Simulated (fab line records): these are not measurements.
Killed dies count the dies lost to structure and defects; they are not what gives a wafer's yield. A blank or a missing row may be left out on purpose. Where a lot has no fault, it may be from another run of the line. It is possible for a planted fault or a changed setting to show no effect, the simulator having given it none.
Chamber matching / flow nand_harc / NHARC_A_CONTACT_ETCH_98 on rie_diel-01: 4 sister chambers
The step etches the open film in C4F6/O2, target depth 20 nm, time 10 s. 14 wafers are shown with their chamber, then 7 later ones without.

== EACH WAFER AND ITS CHAMBER ==
wafer=L680.2; chamber=0; showerhead_plenum_p_Torr (Torr)=4.22; rf_vpp_V (V)=552; c4f6_flow_sccm (sccm)=25.19
wafer=L680.4; chamber=3; showerhead_plenum_p_Torr (Torr)=3.87; rf_vpp_V (V)=545; c4f6_flow_sccm (sccm)=24.99
wafer=L680.5; chamber=0; showerhead_plenum_p_Torr (Torr)=4.22; rf_vpp_V (V)=553; c4f6_flow_sccm (sccm)=25.06
wafer=L681.2; chamber=2; showerhead_plenum_p_Torr (Torr)=3.84; rf_vpp_V (V)=545; c4f6_flow_sccm (sccm)=25.08
wafer=L681.5; chamber=3; showerhead_plenum_p_Torr (Torr)=3.87; rf_vpp_V (V)=547; c4f6_flow_sccm (sccm)=24.97
wafer=L681.6; chamber=2; showerhead_plenum_p_Torr (Torr)=3.84; rf_vpp_V (V)=544; c4f6_flow_sccm (sccm)=25.04
wafer=L682.3; chamber=0; showerhead_plenum_p_Torr (Torr)=4.21; rf_vpp_V (V)=552; c4f6_flow_sccm (sccm)=24.99
wafer=L682.4; chamber=3; showerhead_plenum_p_Torr (Torr)=3.86; rf_vpp_V (V)=546; c4f6_flow_sccm (sccm)=25.04
wafer=L682.5; chamber=2; showerhead_plenum_p_Torr (Torr)=3.84; rf_vpp_V (V)=546; c4f6_flow_sccm (sccm)=25.06
wafer=L685.1; chamber=0; showerhead_plenum_p_Torr (Torr)=4.21; rf_vpp_V (V)=554; c4f6_flow_sccm (sccm)=24.99
wafer=L685.4; chamber=3; showerhead_plenum_p_Torr (Torr)=3.86; rf_vpp_V (V)=546; c4f6_flow_sccm (sccm)=24.90
wafer=L685.6; chamber=3; showerhead_plenum_p_Torr (Torr)=3.86; rf_vpp_V (V)=546; c4f6_flow_sccm (sccm)=25.00
wafer=L689.2; chamber=1; showerhead_plenum_p_Torr (Torr)=3.72; rf_vpp_V (V)=544; c4f6_flow_sccm (sccm)=24.95
wafer=L689.4; chamber=3; showerhead_plenum_p_Torr (Torr)=3.86; rf_vpp_V (V)=546; c4f6_flow_sccm (sccm)=25.05

SIGNATURES (means of the wafers above)
reading=showerhead_plenum_p_Torr; chamber 0=4.2150; chamber 1=3.7200; chamber 2=3.8400; chamber 3=3.8633; scatter within a chamber=0.00483
reading=rf_vpp_V; chamber 0=552.75; chamber 1=544.00; chamber 2=545.00; chamber 3=546.00; scatter within a chamber=0.822
reading=c4f6_flow_sccm; chamber 0=25.0575; chamber 1=24.9500; chamber 2=25.0600; chamber 3=24.9917; scatter within a chamber=0.0649
Rule: distance of a wafer from a chamber = root of the sum over the readings of ((wafer's reading minus chamber's mean) / reading's scatter) squared. The wafer belongs to the nearest chamber; if the next one is less than 2 further off, it can't be placed. The scatter: the root of (the sum of the squares of (reading less its chamber's mean) over the shown wafers, divided by (wafers less chambers)).

== WAFERS WITHOUT THEIR CHAMBER ==
wafer=L689.5; showerhead_plenum_p_Torr (Torr)=3.83; rf_vpp_V (V)=544; c4f6_flow_sccm (sccm)=25.01
wafer=L698.2; showerhead_plenum_p_Torr (Torr)=4.20; rf_vpp_V (V)=552; c4f6_flow_sccm (sccm)=24.94
wafer=L698.5; showerhead_plenum_p_Torr (Torr)=3.85; rf_vpp_V (V)=549; c4f6_flow_sccm (sccm)=24.98
wafer=L698.6; showerhead_plenum_p_Torr (Torr)=3.83; rf_vpp_V (V)=546; c4f6_flow_sccm (sccm)=25.19
wafer=L699.1; showerhead_plenum_p_Torr (Torr)=4.20; rf_vpp_V (V)=553; c4f6_flow_sccm (sccm)=24.96
wafer=L699.3; showerhead_plenum_p_Torr (Torr)=3.82; rf_vpp_V (V)=546; c4f6_flow_sccm (sccm)=24.95
wafer=L699.5; showerhead_plenum_p_Torr (Torr)=3.85; rf_vpp_V (V)=543; c4f6_flow_sccm (sccm)=24.99

== WHICH CHAMBER EACH WENT THROUGH ==
wafer=L689.5; from the rows above=2; in truth=2
wafer=L698.2; from the rows above=0; in truth=0
wafer=L698.5; from the rows above=can't be placed: 3 or 2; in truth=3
wafer=L698.6; from the rows above=2; in truth=2
wafer=L699.1; from the rows above=0; in truth=0
wafer=L699.3; from the rows above=2; in truth=2
wafer=L699.5; from the rows above=can't be placed: 2 or 3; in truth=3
Correctly placed: 5 of 7. Can't be placed from these rows: 2 (the true chamber is among the candidates in 2). Wrongly placed: 0.
